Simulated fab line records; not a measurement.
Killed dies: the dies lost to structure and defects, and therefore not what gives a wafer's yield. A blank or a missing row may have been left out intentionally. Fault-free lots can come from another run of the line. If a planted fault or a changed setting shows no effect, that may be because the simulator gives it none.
Chamber matching || flow n5Finfet || 4 sister chambers for N5_BEOL_M3_DESCUM_33 on rieDiel-03
The step chemistry O2, time 7 s. 4 wafers are shown with their chamber, then 10 later ones without.

WAFERS WITH THEIR CHAMBER
{"wafer": "L086.6", "chamber": 2, "showerheadPlenumPTorr (Torr)": 2.11}
{"wafer": "L087.3", "chamber": 1, "showerheadPlenumPTorr (Torr)": 2.14}
{"wafer": "L091.1", "chamber": 0, "showerheadPlenumPTorr (Torr)": 2.10}
{"wafer": "L091.3", "chamber": 3, "showerheadPlenumPTorr (Torr)": 2.19}

WAFERS WITHOUT THEIR CHAMBER
{"wafer": "L091.6", "showerheadPlenumPTorr (Torr)": 2.19}
{"wafer": "L092.1", "showerheadPlenumPTorr (Torr)": 2.19}
{"wafer": "L092.4", "showerheadPlenumPTorr (Torr)": 2.13}
{"wafer": "L092.5", "showerheadPlenumPTorr (Torr)": 2.09}
{"wafer": "L097.2", "showerheadPlenumPTorr (Torr)": 2.13}
{"wafer": "L097.3", "showerheadPlenumPTorr (Torr)": 2.18}
{"wafer": "L097.5", "showerheadPlenumPTorr (Torr)": 2.13}
{"wafer": "L096.3", "showerheadPlenumPTorr (Torr)": 2.13}
{"wafer": "L096.4", "showerheadPlenumPTorr (Torr)": 2.11}
{"wafer": "L096.6", "showerheadPlenumPTorr (Torr)": 2.11}

CHAMBER TAKEN BY EACH
{"wafer": "L091.6", "from the rows above": 3, "in truth": 3}
{"wafer": "L092.1", "from the rows above": 3, "in truth": 3}
{"wafer": "L092.4", "from the rows above": "can't be placed: 1 or 2", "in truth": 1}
{"wafer": "L092.5", "from the rows above": "can't be placed: 0 or 2", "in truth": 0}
{"wafer": "L097.2", "from the rows above": "can't be placed: 1 or 2", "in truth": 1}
{"wafer": "L097.3", "from the rows above": 3, "in truth": 3}
{"wafer": "L097.5", "from the rows above": "can't be placed: 1 or 2", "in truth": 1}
{"wafer": "L096.3", "from the rows above": "can't be placed: 1 or 2", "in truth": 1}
{"wafer": "L096.4", "from the rows above": "can't be placed: 2 or 0", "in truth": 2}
{"wafer": "L096.6", "from the rows above": "can't be placed: 2 or 0", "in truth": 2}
3 of 10 placed correctly. Cannot be placed on the basis of these rows: 7; the candidates contain the true chamber in 7. Number placed wrongly: 0.
How it was worked out, from the rows above alone: a wafer's distance from a chamber is the root of the sum, over the readings, of the square of ((its reading less the chamber's mean) divided by the reading's scatter). If the next closest chamber is less than 2 further off than the closest, the wafer can't be placed; otherwise it belongs to the closest. Each chamber's mean is taken over the wafers shown for it. The scatter: with one shown wafer a chamber, the root of the mean of the squares of how far each hidden wafer lies from its nearest shown one.
